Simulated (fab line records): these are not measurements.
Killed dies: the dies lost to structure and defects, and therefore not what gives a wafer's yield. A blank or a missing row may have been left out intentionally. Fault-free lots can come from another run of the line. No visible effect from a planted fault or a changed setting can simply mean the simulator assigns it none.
Which tool is to blame? -- flow nand_harc -- 66 wafers from 22 lots sampled at 6 of the route's 1302 steps

WHAT THE GAUGES SHOWED, per wafer
No reading from a measuring or inspecting step in the record can be judged against a usual standard deviation.

WHICH TOOL RAN EACH LOT (tool, then ch and the chambers of the sampled wafers, then the start)
lot,NHARC_A_CONTACT_ETCH_124,NHARC_A_CONTACT_ETCH_131,NHARC_A_CONTACT_ETCH_97,NHARC_A_CONTACT_STRIP_82,NHARC_A_CONTACT_ETCH_31,NHARC_A_CONTACT_STRIP_26
L074,"har_cap_etch-02 ch 0,1, day 22 01:58","har_cap_etch-02 ch 0,1, day 22 03:13","rie_diel-07 ch 0,2, no start","rie_diel-03 ch 1,2, no start","rie_diel-07 ch 0,2,3, no start","rie_diel-11 ch 0,2, no start"
L075,"har_cap_etch-03 ch 0,1, day 22 02:02","har_cap_etch-03 ch 0,1, day 22 03:18","rie_diel-11 ch 1,2,3, no start","rie_diel-07 ch 1,3, no start","rie_diel-07 ch 0,1,3, no start","rie_diel-07 ch 0,1, no start"
L078,"har_cap_etch-03 ch 0,1, day 23 10:50","har_cap_etch-03 ch 0,1, day 23 12:32","rie_diel-03 ch 0,1,2, no start","rie_diel-03 ch 1,2,3, no start","rie_diel-07 ch 0,1,2, no start","rie_diel-07 ch 0,1,3, no start"
L077,"har_cap_etch-03 ch 0,1, day 23 17:30","har_cap_etch-03 ch 0,1, day 23 18:45","rie_diel-11 ch 1,2, no start","rie_diel-07 ch 2,3, no start","rie_diel-07 ch 1,2,3, no start","rie_diel-11 ch 0,2,3, no start"
L079,"har_cap_etch-03 ch 0,1, day 24 02:24","har_cap_etch-03 ch 0,1, day 24 03:40","rie_diel-07 ch 0,2,3, day 24 04:56","rie_diel-03 ch 0,1, no start","rie_diel-07 ch 0,2,3, no start","rie_diel-07 ch 2,3, no start"
L081,"har_cap_etch-02 ch 0,1, day 24 23:25","har_cap_etch-02 ch 0,1, day 25 00:41","rie_diel-07 ch 0,1, day 25 02:26","rie_diel-03 ch 0,2, no start","rie_diel-07 ch 0,1,2, no start","rie_diel-03 ch 0,2,3, no start"
L082,"har_cap_etch-03 ch 0,1, day 25 04:25","har_cap_etch-03 ch 0,1, day 25 05:41","rie_diel-07 ch 1,2,3, no start","rie_diel-07 ch 0,2,3, no start","rie_diel-03 ch 1,2,3, no start","rie_diel-07 ch 1,2,3, no start"
L080,"har_cap_etch-01 ch 0,1, day 25 04:52","har_cap_etch-01 ch 0,1, day 25 06:08","rie_diel-07 ch 1,2, no start","rie_diel-07 ch 1,2,3, no start","rie_diel-07 ch 0,1,3, no start","rie_diel-07 ch 0,2,3, no start"
L083,"har_cap_etch-03 ch 0,1, day 25 17:51","har_cap_etch-03 ch 0,1, day 25 19:06","rie_diel-07 ch 0,2,3, no start","rie_diel-11 ch 0,1,3, no start","rie_diel-03 ch 1,2, no start","rie_diel-07 ch 0,1,2, no start"
L085,"har_cap_etch-03 ch 0,1, day 26 19:55","har_cap_etch-03 ch 0,1, day 26 21:10","rie_diel-07 ch 0,2,3, no start","rie_diel-03 ch 0,1,2, no start","rie_diel-11 ch 0,1,3, no start","rie_diel-11 ch 0,1,2, no start"
L084,"har_cap_etch-02 ch 0,1, day 27 14:20","har_cap_etch-02 ch 0,1, day 27 15:35","rie_diel-11 ch 0,1,2, no start","rie_diel-11 ch 2,3, no start","rie_diel-03 ch 0,2,3, no start","rie_diel-11 ch 0,1,2, no start"
L087,"har_cap_etch-03 ch 0,1, day 27 16:01","har_cap_etch-03 ch 0,1, day 27 17:16","rie_diel-11 ch 0,1,3, no start","rie_diel-11 ch 0,2, no start","rie_diel-03 ch 0,1,3, no start","rie_diel-03 ch 0,2, no start"
L086,"har_cap_etch-01 ch 0,1, day 27 16:37","har_cap_etch-01 ch 0,1, day 27 18:18","rie_diel-11 ch 0,3, no start","rie_diel-11 ch 0,1, no start","rie_diel-03 ch 0,3, no start","rie_diel-03 ch 1,2,3, no start"
L091,"har_cap_etch-02 ch 0,1, day 28 08:50","har_cap_etch-02 ch 0,1, day 28 10:05","rie_diel-03 ch 0,1,2, no start","rie_diel-03 ch 0,1, no start","rie_diel-11 ch 0,1,2, no start","rie_diel-03 ch 1,3, no start"
L090,"har_cap_etch-03 ch 0, day 28 11:56","har_cap_etch-03 ch 0, day 28 13:12","rie_diel-11 ch 1,2, no start","rie_diel-11 ch 0,1,2, no start","rie_diel-03 ch 2,3, no start","rie_diel-11 ch 0,1,3, no start"
L088,"har_cap_etch-02 ch 0,1, day 28 16:42","har_cap_etch-02 ch 0,1, day 28 17:58","rie_diel-03 ch 0,1,3, no start","rie_diel-03 ch 0,1,3, no start","rie_diel-03 ch 0,1,3, no start","rie_diel-11 ch 0,1,3, no start"
L089,"har_cap_etch-03 ch 0,1, day 29 05:55","har_cap_etch-03 ch 0,1, day 29 07:10","rie_diel-03 ch 0,3, no start","rie_diel-03 ch 1,2,3, no start","rie_diel-03 ch 1,2,3, no start","rie_diel-11 ch 1,3, no start"
L092,"har_cap_etch-01 ch 0,1, day 29 12:14","har_cap_etch-01 ch 0,1, day 29 13:30","rie_diel-03 ch 1,2,3, no start","rie_diel-03 ch 0,1,2, no start","rie_diel-03 ch 1,2,3, no start","rie_diel-11 ch 0,2, no start"
L093,"har_cap_etch-01 ch 0,1, day 30 10:34","har_cap_etch-01 ch 0,1, day 30 11:48","rie_diel-03 ch 0,1, no start","rie_diel-03 ch 0,2,3, no start","rie_diel-11 ch 1,2, no start","rie_diel-03 ch 0,2,3, no start"
L094,"har_cap_etch-02 ch 0,1, day 30 10:35","har_cap_etch-02 ch 0,1, day 30 12:16","rie_diel-11 ch 1,2,3, no start","rie_diel-11 ch 0,2,3, no start","rie_diel-07 ch 0,1,3, no start","rie_diel-07 ch 0,1,3, no start"
L096,"har_cap_etch-03 ch 0,1, day 31 06:32","har_cap_etch-03 ch 0,1, day 31 07:46","rie_diel-03 ch 0,3, no start","rie_diel-07 ch 0,3, no start","rie_diel-11 ch 0,1,3, no start","rie_diel-07 ch 0,3, no start"
L097,"har_cap_etch-02 ch 0,1, day 31 17:54","har_cap_etch-02 ch 0,1, day 31 19:10","rie_diel-07 ch 0,1, no start","rie_diel-07 ch 0,1,3, no start","rie_diel-11 ch 0,2,3, no start","rie_diel-11 ch 1,3, no start"
- NHARC_A_CONTACT_ETCH_124: etches the open film in C4F8/O2/Ar, time 140 s, target depth 700 nm.
- NHARC_A_CONTACT_ETCH_131: etches the open film in C4F8/O2/Ar, time 197 s, target depth 1918 nm.
- NHARC_A_CONTACT_ETCH_97: etches the open film in C4F6/O2, target depth 20 nm, time 10 s.
- NHARC_A_CONTACT_STRIP_82: strips in O2.
- NHARC_A_CONTACT_ETCH_31: etches the open film in O2/COS, target depth 2800 nm, time 728 s.
- NHARC_A_CONTACT_STRIP_26: strips in O2.

AS READ BY THE TOOLS THEMSELVES (means over the sampled wafers that have a number; for cases with no such wafer, the mark the record gives instead)
NHARC_A_CONTACT_ETCH_97. Usual: drypump_motor_current_A 5.7 A, standard deviation 0.32; o2_flow_sccm 20.00 sccm, standard deviation 0.061; oes_product_au 0.961 a.u., standard deviation 0.024; rf_vpp_V 545 V, standard deviation 3.7; showerhead_plenum_p_Torr 3.84 Torr, standard deviation 0.18; throttle_valve_pct 26.903 %, standard deviation 0.0095.
lot,tool,drypump_motor_current_A (A),o2_flow_sccm (sccm),oes_product_au (a.u.),rf_vpp_V (V),showerhead_plenum_p_Torr (Torr),throttle_valve_pct (%),flag
L074,rie_diel-07,5.7,19.95,0.970,542,3.74,26.907,
L075,rie_diel-11,5.6,19.98,0.936,546,3.90,26.897,
L078,rie_diel-03,5.6,19.99,1.006,545,3.82,26.901,
L077,rie_diel-11,5.7,20.05,0.936,549,4.02,26.904,
L079,rie_diel-07,5.6,19.90,0.968,544,3.73,26.904,
L081,rie_diel-07,5.7,20.02,0.926,545,3.82,26.903,
L082,rie_diel-07,5.5,19.99,0.949,545,3.87,26.908,
L080,rie_diel-07,5.6,20.05,0.981,546,3.87,26.892,
L083,rie_diel-07,5.6,19.97,0.959,542,3.72,26.905,
L085,rie_diel-07,5.7,19.96,0.957,543,3.72,26.915,
L084,rie_diel-11,5.9,20.03,0.958,549,4.03,26.898,
L087,rie_diel-11,5.6,19.94,0.944,549,4.00,26.909,
L086,rie_diel-11,5.8,20.06,0.965,549,4.03,26.902,
L091,rie_diel-03,5.6,20.02,1.004,544,3.80,26.898,
L090,rie_diel-11,5.9,19.99,0.936,546,3.90,26.908,
L088,rie_diel-03,5.6,19.98,0.967,543,3.70,26.894,
L089,rie_diel-03,5.9,19.96,0.949,541,3.69,26.910,
L092,rie_diel-03,5.6,20.04,0.940,543,3.77,26.894,
L093,rie_diel-03,5.6,19.99,0.966,543,3.72,26.896,
L094,rie_diel-11,5.6,19.97,0.989,545,3.86,26.909,
L096,rie_diel-03,5.9,19.99,0.945,541,3.70,26.899,
L097,rie_diel-07,5.8,19.99,0.943,545,3.81,26.902,

NHARC_A_CONTACT_STRIP_82. Usual: drypump_motor_current_A 5.7 A, standard deviation 0.33; o2_flow_sccm 499.9 sccm, standard deviation 1.4; oes_product_au 0.998 a.u., standard deviation 0.011; rf_vpp_V 57.7 V, standard deviation 0.93; showerhead_plenum_p_Torr 3.43 Torr, standard deviation 0.15; throttle_valve_pct 17.038 %, standard deviation 0.009.
lot,tool,drypump_motor_current_A (A),o2_flow_sccm (sccm),oes_product_au (a.u.),rf_vpp_V (V),showerhead_plenum_p_Torr (Torr),throttle_valve_pct (%),flag
L074,rie_diel-03,5.6,500.2,0.994,58.7,3.50,17.027,
L075,rie_diel-07,5.5,502.2,1.002,58.0,3.48,17.037,
L078,rie_diel-03,5.6,500.0,0.994,57.9,3.41,17.035,
L077,rie_diel-07,5.5,499.9,1.011,57.3,3.37,17.043,
L079,rie_diel-03,5.4,501.2,1.003,57.5,3.36,17.037,
L081,rie_diel-03,5.9,498.0,0.992,57.3,3.44,17.037,
L082,rie_diel-07,5.7,500.2,1.011,57.2,3.35,17.037,
L080,rie_diel-07,5.6,499.2,1.009,57.8,3.48,17.037,
L083,rie_diel-11,5.6,500.9,0.987,57.4,3.61,17.038,
L085,rie_diel-03,5.6,501.3,1.000,58.5,3.42,17.035,
L084,rie_diel-11,5.5,498.8,1.001,57.1,3.37,17.028,
L087,rie_diel-11,6.2,499.8,1.006,59.0,3.66,17.037,
L086,rie_diel-11,5.9,499.8,0.997,57.8,3.74,17.035,
L091,rie_diel-03,5.6,499.8,1.003,57.5,3.35,17.035,
L090,rie_diel-11,5.9,500.2,0.995,58.7,3.62,17.044,
L088,rie_diel-03,5.6,499.9,0.995,57.0,3.32,17.036,
L089,rie_diel-03,5.6,500.8,0.993,57.7,3.39,17.047,
L092,rie_diel-03,5.6,499.9,0.997,58.0,3.41,17.044,
L093,rie_diel-03,5.9,499.2,0.983,57.3,3.39,17.032,
L094,rie_diel-11,5.8,499.4,0.989,58.2,3.50,17.055,
L096,rie_diel-07,5.7,499.8,0.996,57.6,3.31,17.042,
L097,rie_diel-07,5.6,498.8,0.990,56.9,3.44,17.037,

NHARC_A_CONTACT_ETCH_31. Usual: drypump_motor_current_A 5.7 A, standard deviation 0.31; o2_flow_sccm 400.2 sccm, standard deviation 1.1; oes_product_au 1.000 a.u., standard deviation 0.012; rf_vpp_V 312.9 V, standard deviation 2; showerhead_plenum_p_Torr 3.04 Torr, standard deviation 0.13; throttle_valve_pct 28.330 %, standard deviation 0.0097.
lot,tool,drypump_motor_current_A (A),o2_flow_sccm (sccm),oes_product_au (a.u.),rf_vpp_V (V),showerhead_plenum_p_Torr (Torr),throttle_valve_pct (%),flag
L074,rie_diel-07,5.6,400.0,1.019,312.1,2.97,28.324,
L075,rie_diel-07,5.6,399.5,1.011,314.0,3.06,28.316,
L078,rie_diel-07,5.7,399.5,1.010,313.6,3.06,28.338,
L077,rie_diel-07,5.5,399.2,1.003,313.4,3.08,28.327,
L079,rie_diel-07,5.7,399.3,1.015,312.0,2.96,28.324,
L081,rie_diel-07,5.7,400.1,1.014,312.9,3.06,28.334,
L082,rie_diel-03,5.6,400.8,0.993,312.5,3.01,28.344,
L080,rie_diel-07,5.6,400.0,1.005,313.1,3.05,28.328,
L083,rie_diel-03,5.3,399.9,0.993,312.9,3.02,28.323,
L085,rie_diel-11,5.6,399.8,1.002,315.6,3.19,28.329,
L084,rie_diel-03,5.9,401.0,0.996,311.9,3.01,28.323,
L087,rie_diel-03,5.6,400.4,1.001,311.3,2.94,28.322,
L086,rie_diel-03,5.9,400.3,0.991,312.2,2.93,28.324,
L091,rie_diel-11,5.9,400.1,0.991,315.7,3.20,28.322,
L090,rie_diel-03,5.9,400.4,0.989,313.5,3.06,28.326,
L088,rie_diel-03,5.6,399.8,0.993,311.8,2.94,28.328,
L089,rie_diel-03,5.6,400.9,0.985,312.4,3.00,28.322,
L092,rie_diel-03,5.6,400.9,0.986,313.2,3.00,28.330,
L093,rie_diel-11,5.7,399.7,1.000,314.1,3.17,28.337,
L094,rie_diel-07,5.6,399.8,0.992,314.0,3.05,28.332,
L096,rie_diel-11,5.6,399.5,1.001,314.6,3.17,28.338,
L097,rie_diel-11,5.8,399.5,0.987,314.3,3.09,28.328,

NHARC_A_CONTACT_STRIP_26. Usual: drypump_motor_current_A 5.7 A, standard deviation 0.33; o2_flow_sccm 500.1 sccm, standard deviation 1.4; oes_product_au 1.000 a.u., standard deviation 0.011; rf_vpp_V 57.5 V, standard deviation 0.93; showerhead_plenum_p_Torr 3.47 Torr, standard deviation 0.17; throttle_valve_pct 17.037 %, standard deviation 0.009.
lot,tool,drypump_motor_current_A (A),o2_flow_sccm (sccm),oes_product_au (a.u.),rf_vpp_V (V),showerhead_plenum_p_Torr (Torr),throttle_valve_pct (%),flag
L074,rie_diel-11,6.1,501.7,0.986,57.4,3.56,17.035,
L075,rie_diel-07,5.7,499.3,1.005,58.1,3.57,17.042,
L078,rie_diel-07,5.6,499.7,1.011,57.1,3.45,17.045,
L077,rie_diel-11,5.8,499.3,0.991,58.3,3.53,17.036,
L079,rie_diel-07,5.6,498.9,1.016,57.9,3.37,17.038,
L081,rie_diel-03,5.9,501.1,0.994,57.2,3.41,17.039,
L082,rie_diel-07,5.5,499.8,1.012,57.5,3.48,17.037,
L080,rie_diel-07,5.7,499.7,1.010,56.0,3.35,17.024,
L083,rie_diel-07,5.7,500.5,1.012,57.9,3.46,17.035,
L085,rie_diel-11,5.9,500.0,0.999,58.2,3.63,17.046,
L084,rie_diel-11,5.9,500.8,0.994,57.7,3.62,17.032,
L087,rie_diel-03,5.9,500.5,1.000,58.1,3.49,17.027,
L086,rie_diel-03,5.6,500.2,0.997,56.7,3.39,17.038,
L091,rie_diel-03,5.4,499.9,0.990,57.8,3.31,17.041,
L090,rie_diel-11,5.6,501.0,1.000,57.5,3.59,17.046,
L088,rie_diel-11,5.6,499.2,1.006,57.6,3.59,17.037,
L089,rie_diel-11,5.4,498.7,1.000,58.8,3.56,17.030,
L092,rie_diel-11,6.1,501.8,1.000,58.4,3.65,17.039,
L093,rie_diel-03,5.9,500.4,0.992,57.9,3.39,17.044,
L094,rie_diel-07,5.6,499.5,1.000,56.9,3.45,17.036,
L096,rie_diel-07,5.6,499.9,1.000,57.5,3.33,17.036,
L097,rie_diel-11,5.4,499.9,0.997,57.8,3.54,17.044,

THE ANSWER, worked out from the rows above alone
Rule: lot off if the mean of its wafers having a number is beyond 3 standard deviations from the usual mean. Also off: a lot with no number at a reading for which 4 or more lots have one. All remaining lots with rows at the step are treated as sound. The gauges are gone through in route order, then the tools' own readings, and for those a lot's mean is taken as printed above. At the first step where some lot is off, the reading lying furthest off is the one used; lots without a number count as furthest.
No lot is off at any reading shown: from this, nothing can be told.

WHAT THE SIMULATOR PUT IN
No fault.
